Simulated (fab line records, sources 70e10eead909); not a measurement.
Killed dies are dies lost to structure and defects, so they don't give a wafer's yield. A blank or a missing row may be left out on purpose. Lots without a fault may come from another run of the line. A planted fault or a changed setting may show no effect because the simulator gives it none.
fab line records | flow nand_harc
record lots=14 wafers=41 last_day=34
route steps=1302 shown A_SLIT@923 THIN_TSV@1264 END@1302
lots that met no fault: from a run of the same line without faults
start_h: hours from the record's first day to the start of the lot's first wafer shown | wait_h: hours since the lot's step before | " the same as in the row above | L1.1+2: a row that stands for several wafers | - no value, or no start given | * or withheld: withheld | < > ~ a bound
route shown NAME@n: a module of which the file shows steps, and the number in the route of the first | usual: mean/standard deviation of fault-free wafers | same: alike in all rows | chamber/n: place in a boat | sites: the reading at each site | _std_site: their standard deviation | _edge_site: outer sites' mean less inner sites' | radius_mm: how far each site lies from the wafer's centre | mask NAME#n: copy n | behind: the tool/chamber that last shaped the wafer | hold: why the lot was held/for how many hours/how that ended | device: the transistor (n, p or np) that didn't switch | end of line: the same wafers' tests at the end of the route | a step without rows: its recipe alone | killed: dies lost to structure and defects at the first sort, not the wafer's yield | map: a wafer's dies, x killed, . not, _ none there
set.NAME: the setting as run; set.NAME@STEP: as run at that earlier step | model.NAME: the simulator's own value behind a step, which no gauge read
steps of the route over a sample of lots; a table a step, a row a wafer
services: from which hour (start_h, from the record's first day; less than 0 if before it) a tool's chamber was out of use, for how many hours, and why
## steps
# step NHARC_A_SLIT_DEP_00
# recipe target_thk_a=62000 temp_c=400 material=aC
# usual throttle_valve_pct=35.000/0.0086
# columns lot.wafer tool chamber start_h wait_h throttle_valve_pct
L711.1 acl_dep-01 0 459.02 - 35.000
L711.2 " 0 " " 35.007
L711.6 " 0 462.17 - 35.005
L710.1 acl_dep-02 0 459.31 - 34.991
L710.2 " 0 " " 35.000
L710.4 " 0 461.17 - 35.012
L712.2 acl_dep-03 0 460.43 - 34.998
L712.5 " 0 462.33 - 35.011
L712.6 " 0 " " 34.998
L713.2 acl_dep-01 0 476.44 - 35.007
L713.3 " 0 " " 34.990
L713.6 " 0 478.96 - 34.997
L715.2 acl_dep-03 0 502.76 - 35.003
L715.3 " 0 " " 34.992
L715.5 " 0 504.66 - 34.990
L716.3 acl_dep-02 0 528.95 - 34.993
L716.5 " 0 530.20 - 35.007
L716.6 " 0 " " 35.005
L718.2 acl_dep-03 0 540.82 - 34.997
L718.5 " 0 542.71 - 35.000
L718.6 " 0 " " 35.017
L719.1 acl_dep-01 0 547.76 - 35.024
L719.2 " 0 " " 34.999
L719.4 " 0 549.64 - 35.004
L722.3 acl_dep-03 0 582.38 - 35.002
L722.4 " 0 " " 34.983
L722.6 " 0 584.25 - 35.003
L726.1 acl_dep-03 0 601.04 - 34.999
L726.2 " 0 " " 35.004
L726.3 " 0 " " 35.010
L725.2 acl_dep-03 0 605.44 - 34.999
L725.4 " 0 606.68 - 34.994
L727.4 acl_dep-01 0 627.58 - 34.991
L727.5 " 0 " " 35.003
L727.6 " 0 " " 35.007
L732.2 acl_dep-02 0 681.26 - 35.006
L732.3 " 0 " " 34.994
L732.5 " 0 683.18 - 35.006
L731.2 acl_dep-03 0 688.30 2.6 34.998
L731.3 " 0 " " 34.996
L731.6 " 0 690.82 4.9 35.002
# step NHARC_THIN_TSV_CD_MEAS_16
# usual cd_nm=1000.5/2.4
# columns lot.wafer tool chamber start_h wait_h cd_nm
L712.2 cd_sem-03 - 560.57 0.1 999.9
L712.5 " - " " 997.7
L712.6 " - " " 997.5
L710.1 cd_sem-03 - 561.87 0.1 1005.0
L710.2 " - " " 1004.2
L710.4 " - " " 1003.8
L711.1 cd_sem-02 - 563.13 0.1 1001.3
L711.2 " - " " 1002.6
L711.6 " - " " 1002.5
L713.2 cd_sem-02 - 575.59 0.1 1003.4
L713.3 " - " " 998.3
L713.6 " - " " 1000.0
L715.2 cd_sem-03 - 607.19 0.1 1003.6
L715.3 " - " " 1002.5
L715.5 " - " " 1000.0
L716.3 cd_sem-02 - 623.52 0.1 1002.8
L716.5 " - " " 996.2
L716.6 " - " " 1003.1
L718.2 cd_sem-01 - 637.24 0.1 1004.7
L718.5 " - " " 1001.3
L718.6 " - " " 1003.3
L719.1 cd_sem-01 - 650.05 0.1 1000.8
L719.2 " - " " 996.1
L719.4 " - " " 999.6
L722.4 cd_sem-03 - 685.15 0.1 1003.0
L722.6 " - " " 1005.0
L726.1 cd_sem-03 - 697.40 0.1 1002.0
L725.4 cd_sem-02 - 704.29 0.1 1002.0
L727.4 cd_sem-01 - 737.69 0.1 997.5
L727.5 " - " " 1004.0
L727.6 " - " " 998.1
L732.2 cd_sem-01 - 780.27 0.1 1000.9
L732.3 " - " " 1001.3
L732.5 " - " " 1000.2
L731.2 cd_sem-02 - 796.55 0.1 999.9
L731.3 " - " " 997.0
L731.6 " - " " 998.8
# step NHARC_THIN_TSV_ETCHBACK_48
# recipe target_depth_a=10285 over_etch_frac=0.3 time_s=405.17 ion_energy_ev=250 c4f8_flow_sccm=withheld ar_flow_sccm=withheld rf_w=600 bias_w=300 chemistry=C4F8/Ar
# usual chamber_pressure_mTorr=25.002/0.022 oes_product_au=0.937/0.026 rf_vpp_V=547/3.2
# columns lot.wafer tool chamber start_h wait_h chamber_pressure_mTorr oes_product_au rf_hours_counter_h rf_vpp_V
L712.2 rie_diel-02 3 561.95 - 24.977 0.926 10.9 547
L712.6 " 0 " " 25.050 0.940 - 543
L712.5 " 1 " " 24.974 0.923 - 543
L710.4 rie_diel-02 1 563.14 - 24.980 0.928 10.8 542
L710.1 " 3 " " 25.010 0.928 11.1 546
L710.2 " 0 " " 24.995 0.935 9.6 543
L711.1 rie_diel-08 2 564.40 - 25.000 0.945 1.0 545
L711.2 " 0 " " 24.990 0.945 0.9 546
L711.6 " 2 " " 25.008 0.929 - 544
L713.2 rie_diel-08 1 577.03 - 25.015 0.989 1.6 546
L713.3 " 0 " " 25.004 0.994 1.5 547
L713.6 " 2 " " 24.982 0.996 - 544
L715.2 rie_diel-02 3 608.54 - 24.989 0.915 1.3 549
L715.3 " 0 " " 25.021 0.925 1.5 543
L715.5 " 1 " " 25.004 0.930 - 545
L716.3 rie_diel-02 0 625.03 - 25.015 0.925 2.2 542
L716.6 " 1 " " 24.996 0.917 - 540
L716.5 " 2 " " 24.989 0.926 - 548
L718.2 rie_diel-02 3 638.72 - 24.998 0.909 3.2 548
L718.6 " 1 " " 24.964 0.921 - 542
L718.5 " 2 " " 25.041 0.931 - 550
L719.4 rie_diel-02 3 651.32 - 24.985 0.907 3.6 548
L719.2 " 1 " " 24.986 0.919 4.5 541
L719.1 " 2 " " 24.993 0.924 4.2 549
L722.4 rie_diel-02 0 686.53 - 25.006 0.977 7.0 543
L722.6 " 2 " " 25.035 0.957 - 549
L726.1 rie_diel-08 1 698.77 - 25.013 0.926 7.3 547
L725.4 rie_diel-03 1 705.59 - 25.015 0.930 3.0 550
L727.4 rie_diel-03 0 739.01 - 24.996 0.994 4.9 550
L727.5 " 3 " " 24.975 0.985 - 547
L727.6 " 0 " " 24.993 0.987 - 549
L732.2 rie_diel-03 3 781.58 - 25.032 0.954 7.9 546
L732.3 " 0 " " 24.998 0.971 8.1 550
L732.5 " 3 " " 24.969 0.959 - 547
L731.3 rie_diel-02 0 797.86 - 24.941 0.928 2.0 541
L731.2 " 2 " " 25.029 0.921 1.5 549
L731.6 " 0 " " 24.992 0.929 - 541
# step NHARC_THIN_TSV_CMP_21
# recipe t_overpolish_s=30 target_thk_nm=2000
# usual motor_current_A=12.1/1.3 overpolish_run_s=29.999/0.0098
# columns lot.wafer tool chamber start_h wait_h motor_current_A overpolish_run_s
L712.2 cmp-01 2 563.91 - 12.5 30.012
L712.6 " 2 " " 12.7 29.990
L712.5 " 3 " " 10.5 29.990
L710.1 cmp-01 2 565.67 - 12.3 30.007
L710.4 " 0 " " 13.5 29.976
L710.2 " 1 " " 13.2 29.999
L711.2 cmp-04 1 566.51 - 11.9 30.005
L711.1 " 2 " " 14.2 30.004
L711.6 " 0 " " 11.6 29.989
L713.2 cmp-03 1 579.10 - 12.4 30.014
L713.3 " 0 " " 12.1 29.997
L713.6 " 2 " " 11.1 29.990
L715.2 cmp-01 2 610.53 - 13.1 29.996
L715.3 " 3 " " 10.6 30.002
L715.5 " 2 " " 12.6 30.003
L716.3 cmp-04 0 627.05 - 11.3 30.006
L716.6 " 2 " " 14.0 29.989
L716.5 " 3 " " 10.0 29.993
L718.2 cmp-04 2 640.92 - 13.9 30.000
L718.6 " 3 " " 10.0 30.010
L718.5 " 0 " " 11.5 29.991
L719.1 cmp-01 2 653.38 - 12.8 29.989
L719.2 " 0 " " 13.5 29.995
L719.4 " 1 " " 13.0 29.991
L722.4 cmp-04 2 688.58 - 13.9 29.994
L722.6 " 3 " " 10.3 30.004
L726.1 cmp-03 0 700.84 - 11.9 30.003
L725.4 cmp-03 0 713.82 - 11.8 29.996
L727.4 cmp-01 2 741.31 - 12.9 29.989
L727.6 " 0 " " 12.9 30.010
L727.5 " 1 " " 13.1 29.993
L732.2 cmp-04 2 783.67 - 13.9 30.001
L732.3 " 3 " " 10.0 29.999
L732.5 " 1 " " 12.3 30.004
L731.3 cmp-03 3 799.95 - 12.4 29.987
L731.2 " 0 " " 11.8 29.998
L731.6 " 2 " " 10.7 29.985
# step NHARC_END_SORT_01
# recipe temp_c=25
# usual killed_at_array=64/16 killed_at_other=1.0/1.1 killed_at_periphery=3.5/2.3 killed_dies=69/17 killed_open=3.2/1.6 killed_short=2.4/1.6
# same gross_dies=677
# columns lot.wafer tool chamber start_h wait_h killed_at_array killed_at_other killed_at_periphery killed_dies killed_open killed_short
L722.3 prober-02 0 700.84 3.1 674 1 0 675 1 1
L722.4 prober-02 0 701.63 3.4 88 0 2 90 5 1
L722.6 prober-02 0 703.21 3.9 68 1 3 72 2 3
L726.1 prober-01 0 711.31 2.5 96 1 5 102 6 2
L726.2 prober-01 0 712.10 2.8 671 0 4 675 2 0
L726.3 prober-01 0 712.89 3.1 670 1 3 674 2 0
L725.2 prober-02 0 725.19 2.8 668 0 8 676 4 4
L725.4 prober-02 0 726.81 3.4 78 1 1 80 3 4
L727.5 prober-01 0 755.04 3.7 33 3 3 39 4 1
# killed by level:class
L722.3 A_SLIT:area_dep=595 A_CHANNEL_HOLE_D1:chamber_film_flake=37 A_SLIT:chamber_film_flake=31 A_CONTACT:chamber_film_flake=3 A_CHANNEL_FILL_D1:chamber_film_flake=2 A_WL_FILL:chamber_film_flake=2 A_ONON_D1:geometric_particle:short=1 A_CHANNEL_HOLE_D1:geometric_particle:open=1
L722.4 A_CHANNEL_HOLE_D1:chamber_film_flake=39 A_SLIT:chamber_film_flake=31 A_CHANNEL_HOLE_D2:chamber_film_flake=6 A_CHANNEL_FILL_D1:geometric_particle:open=3 A_CONTACT:chamber_film_flake=3 A_CHANNEL_FILL_D1:chamber_film_flake=2 P_CONTACT:geometric_particle:open=1 A_SLIT:geometric_particle:open=1
L722.6 A_CHANNEL_HOLE_D1:chamber_film_flake=24 A_SLIT:chamber_film_flake=24 A_WL_FILL:chamber_film_flake=5 A_CHANNEL_HOLE_D2:chamber_film_flake=4 A_DECK1_JOINT:geometric_particle:open=2 P_GATE:chamber_film_flake=2 A_STAIRCASE:chamber_film_flake=2 A_CONTACT:chamber_film_flake=2
L726.1 A_SLIT:chamber_film_flake=39 A_CHANNEL_HOLE_D1:chamber_film_flake=32 A_CONTACT:chamber_film_flake=9 A_CHANNEL_HOLE_D2:chamber_film_flake=4 A_ZERO_WELL:chamber_film_flake=3 A_CHANNEL_FILL_D1:chamber_film_flake=2 A_STAIRCASE:chamber_film_flake=2 P_GATE:geometric_particle:short=1
L726.2 A_SLIT:area_dep=570 A_SLIT:chamber_film_flake=38 A_CHANNEL_HOLE_D1:chamber_film_flake=31 A_CONTACT:chamber_film_flake=17 A_CHANNEL_HOLE_D2:chamber_film_flake=7 P_M2:chamber_film_flake=3 A_ONON_D2:geometric_particle:open=2 A_CHANNEL_FILL_D1:chamber_film_flake=2
L726.3 A_SLIT:area_dep=572 A_CHANNEL_HOLE_D1:chamber_film_flake=36 A_SLIT:chamber_film_flake=34 A_CONTACT:chamber_film_flake=13 A_CHANNEL_FILL_D1:chamber_film_flake=4 A_CHANNEL_HOLE_D2:chamber_film_flake=4 P_M2:chamber_film_flake=3 A_CHANNEL_FILL_D2:chamber_film_flake=2
L725.2 A_SLIT:area_dep=607 A_SLIT:chamber_film_flake=25 A_CHANNEL_HOLE_D2:chamber_film_flake=12 A_CHANNEL_HOLE_D1:chamber_film_flake=6 A_CONTACT:chamber_film_flake=6 P_M0:geometric_particle:open=3 P_CONTACT:chamber_film_flake=3 A_ZERO_WELL:chamber_film_flake=3
L725.4 A_SLIT:chamber_film_flake=36 A_CHANNEL_HOLE_D2:chamber_film_flake=21 A_STAIRCASE:chamber_film_flake=6 A_CHANNEL_HOLE_D1:chamber_film_flake=4 A_CONTACT:chamber_film_flake=3 A_ONON_D2:geometric_particle:open=2 A_ONON_D2:geometric_particle:short=1 A_WL_FILL:geometric_particle:short=1
L727.5 A_CHANNEL_HOLE_D1:chamber_film_flake=13 A_CONTACT:chamber_film_flake=11 A_SLIT:chamber_film_flake=5 THIN_TSV:chamber_film_flake=3 P_GATE:geometric_particle:open=1 A_CONTACT:geometric_particle:open=1 A_CONTACT:geometric_particle:short=1 A_BLC:geometric_particle:open=1
## services
# columns tool chamber start_h hours kind
cmp-04 - 462.91 1.4 repair
cmp-01 - 470.54 0.7 repair
rie_diel-02 0 471.69 5.7 repair
cmp-01 - 479.56 4.0 pm
acl_dep-03 - 484.96 13.0 pm
cmp-01 - 495.62 11.2 repair
cmp-04 - 503.08 4.0 pm
rie_diel-02 0 526.22 5.4 repair
rie_diel-02 - 570.70 9.0 pm
cmp-01 - 577.56 4.0 pm
cmp-04 - 601.08 4.0 pm
cmp-01 - 635.94 2.1 repair
acl_dep-03 - 667.64 13.0 pm
cmp-01 - 675.56 4.0 pm
rie_diel-02 3 690.49 6.1 repair
cmp-04 - 699.08 4.0 pm
rie_diel-02 2 701.35 3.5 repair
rie_diel-02 0 706.74 45.4 repair
rie_diel-02 2 737.60 3.9 repair
rie_diel-02 - 747.94 9.0 pm
cmp-04 - 748.18 1.5 repair
cmp-01 - 773.56 4.0 pm
cmp-01 - 781.09 5.0 repair
cmp-04 - 797.08 4.0 pm
## key
first_sign step=NHARC_END_SORT_01 reading=killed_at_array direction=up sigmas=37 usual=64 struck=671
effect step=NHARC_END_SORT_01 reading=killed_dies direction=up sigmas=37 usual=69 struck=675
more_kills_born_at NHARC_A_SLIT_DEP_00@acl_dep-03=2344
met_at NHARC_A_SLIT_DEP_00
struck_lots L722,L725,L726
struck_wafers L722.3,L725.2,L726.2,L726.3
later_rows_left_out L722.3,L725.2,L726.2,L726.3
tester_left_out L722,L725,L726
not_acting_at NHARC_THIN_TSV_CD_MEAS_16,NHARC_THIN_TSV_ETCHBACK_48,NHARC_THIN_TSV_CMP_21
onset_between 540.82 582.38
fault kind=process_parameter_drift tool=acl_dep-03 chamber=- onset_h=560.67 steps=NHARC_A_SLIT_DEP_00 channel=target_thk_a offset=* shape=step end_h=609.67 scope=struck_wafers_only acts_in=* stated=*
# tester_left_out: of these lots the tester's yield and bins aren't shown, on N5 and GAA mostly nor the transistor test; their killed dies are dies lost to structure and defects alone, not to doping, threshold or leakage, so they don't give the yield
# later_rows_left_out: the simulator's readings of these wafers behind a module that went badly wrong aren't trusted and aren't shown, but for the sort
